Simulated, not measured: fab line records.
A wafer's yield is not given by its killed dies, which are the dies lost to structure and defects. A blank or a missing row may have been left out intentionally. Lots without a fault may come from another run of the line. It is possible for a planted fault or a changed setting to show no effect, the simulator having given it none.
Matching of chambers / flow nandHarc / NHARC_A_STAIRCASE_ETCHBACK_157 on rieDiel-12: 4 sister chambers
The step etches the open film in CH3F/O2, target depth 90 nm, time 167.14 s. 8 wafers are shown with their chamber, then 8 later ones without.

WAFERS PAIRED WITH THEIR CHAMBERS
wafer=L077.2; chamber=2; showerheadPlenumPTorr (Torr)=2.58; biasW (W)=99.92
wafer=L079.3; chamber=2; showerheadPlenumPTorr (Torr)=2.57; biasW (W)=99.79
wafer=L079.4; chamber=0; showerheadPlenumPTorr (Torr)=2.51; biasW (W)=99.60
wafer=L079.6; chamber=3; showerheadPlenumPTorr (Torr)=2.50; biasW (W)=100.05
wafer=L080.1; chamber=1; showerheadPlenumPTorr (Torr)=2.36; biasW (W)=99.53
wafer=L080.4; chamber=0; showerheadPlenumPTorr (Torr)=2.51; biasW (W)=99.87
wafer=L080.5; chamber=3; showerheadPlenumPTorr (Torr)=2.50; biasW (W)=100.42
wafer=L086.2; chamber=1; showerheadPlenumPTorr (Torr)=2.36; biasW (W)=99.72

WAFERS WITHOUT THEIR CHAMBER
wafer=L086.3; showerheadPlenumPTorr (Torr)=2.49; biasW (W)=100.04
wafer=L086.5; showerheadPlenumPTorr (Torr)=2.49; biasW (W)=100.51
wafer=L090.4; showerheadPlenumPTorr (Torr)=2.56; biasW (W)=100.34
wafer=L090.5; showerheadPlenumPTorr (Torr)=2.50; biasW (W)=100.26
wafer=L090.6; showerheadPlenumPTorr (Torr)=2.49; biasW (W)=99.64
wafer=L092.4; showerheadPlenumPTorr (Torr)=2.35; biasW (W)=99.43
wafer=L092.5; showerheadPlenumPTorr (Torr)=2.49; biasW (W)=100.23
wafer=L092.6; showerheadPlenumPTorr (Torr)=2.50; biasW (W)=100.16

WHICH CHAMBER EACH ONE RAN IN
wafer=L086.3; from the rows above=3; in truth=3
wafer=L086.5; from the rows above=3; in truth=3
wafer=L090.4; from the rows above=2; in truth=2
wafer=L090.5; from the rows above=3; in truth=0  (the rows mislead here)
wafer=L090.6; from the rows above=can't be placed: 3 or 0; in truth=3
wafer=L092.4; from the rows above=1; in truth=1
wafer=L092.5; from the rows above=3; in truth=3
wafer=L092.6; from the rows above=3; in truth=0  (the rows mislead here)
Correct placement for 5 of the 8. Not placeable from these rows: 1 (in 1, the candidates include the true chamber). Wrongly placed: 2.
How it was worked out, from the rows above alone: a wafer's distance from a chamber is the root of the sum, over the readings, of the square of ((its reading less the chamber's mean) divided by the reading's scatter). The wafer belongs to the nearest chamber; if the next one is less than 2 further off, it can't be placed. Each chamber's mean is taken over the wafers shown for it. The scatter: the root of (the sum of the squares of (reading less its chamber's mean) over the shown wafers, divided by (wafers less chambers)).
